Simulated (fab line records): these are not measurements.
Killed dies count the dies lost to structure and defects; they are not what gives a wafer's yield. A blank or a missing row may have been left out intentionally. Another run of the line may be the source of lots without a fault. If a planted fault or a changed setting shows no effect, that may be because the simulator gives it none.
Struck lot and sound lot, side by side -- flow nand harc -- 14 out of 1302 route steps
Sound: the wafers L541.1, L541.2, L541.5. Struck: wafer L545.1; the same lot's L545.5 was not struck, so it is left out; see the end for the cause.
For every step that has rows: the tool of each side, followed by ch and its chambers, followed by its first start. Under that, the readings that differ: sound wafers -- struck wafers -- difference of the means -- sigmas: that difference in standard deviations of wafers without a fault.
alike: words and numbers the same on both sides, and readings whose means are apart by under 2 such deviations; not compared: readings that were withheld, readings missing a value for some wafer, numbers with overlapping values and no deviation given by the record, and bounds like >300 which may hide the same value.
A row with sigmas, a row that says differs or no value, or rows on one side alone: a step with any of these is where the two part. When numbers do not overlap yet have no deviation, they are printed without sigmas and do not part them. A reading missing from all wafers of one side parts the sides only when that side holds two or more wafers.

first, 4 steps without rows for these wafers: NHARC_A_DECK1_JOINT_CURE_26 (time 32 s); NHARC_A_DECK1_JOINT_ANNEAL_27 (time 3600 s); NHARC_A_DECK1_JOINT_ANNEAL_28 (time 1800 s); NHARC_A_DECK1_JOINT_ANNEAL_29 (time 1800 s).
NHARC_A_DECK1_JOINT_CMP_02: polishes SiOx.
  sound on cmp-03 ch 1,2, day 18 12:37; struck on cmp-01 ch 1, day 19 23:14
  alike: edge zone pressure frac, motor current A
after that, 1 step had no rows for these wafers: NHARC_A_DECK1_JOINT_SRD_15.
NHARC_A_DECK1_JOINT_DEP_16: deposits SiO2, target thk 45 nm.
  sound on pecvd-03 ch 0,2, day 18 13:02; struck on pecvd-04 ch 2, day 19 23:34
reading,sound,struck,difference,sigmas
throttle valve pct (%),15.5 16.7 15.4,16.8,+0.9,+2
  alike: heater power w
NHARC_A_DECK1_JOINT_THK_MEAS_17: measures by ellipsometry.
  struck on film metro-01, day 19 23:51; sound on film metro-02, day 18 13:17
  alike: thk nm
NHARC_A_DECK1_JOINT_INSPECT_05:
  struck on defect inspect-01, day 19 23:53; sound on defect inspect-02, day 18 13:19
  alike: raw defect count
then, no rows for these wafers at 1 step: NHARC_A_ONON_D2_DEP_00 (target thk 1000 nm).
NHARC_A_ONON_D2_THK_MEAS_02: measures by ellipsometry.
  struck on film metro-02, day 20 00:28; sound on film metro-01, day 18 13:54
  alike: thk nm
NHARC_A_ONON_D2_DEP_03: target thk 1000 nm.
  sound on pecvd onon-02 ch 0, day 18 13:57; struck on pecvd onon-03 ch 0, day 20 00:39
NHARC_A_ONON_D2_THK_MEAS_05: measures by ellipsometry.
  struck on film metro-01, day 20 01:10; sound on film metro-01, day 18 14:28
reading,sound,struck,difference,sigmas
thk nm (nm),990 989 989,1553,+564,+56
then, no rows for these wafers at 1 step: NHARC_A_ONON_D2_DEP_06 (target thk 1000 nm).

## WHERE THEY PART
Earliest at NHARC_A_DECK1_JOINT_DEP_16; latest, in this record, at NHARC_A_ONON_D2_THK_MEAS_05.

WHY: what had been put in by the simulator
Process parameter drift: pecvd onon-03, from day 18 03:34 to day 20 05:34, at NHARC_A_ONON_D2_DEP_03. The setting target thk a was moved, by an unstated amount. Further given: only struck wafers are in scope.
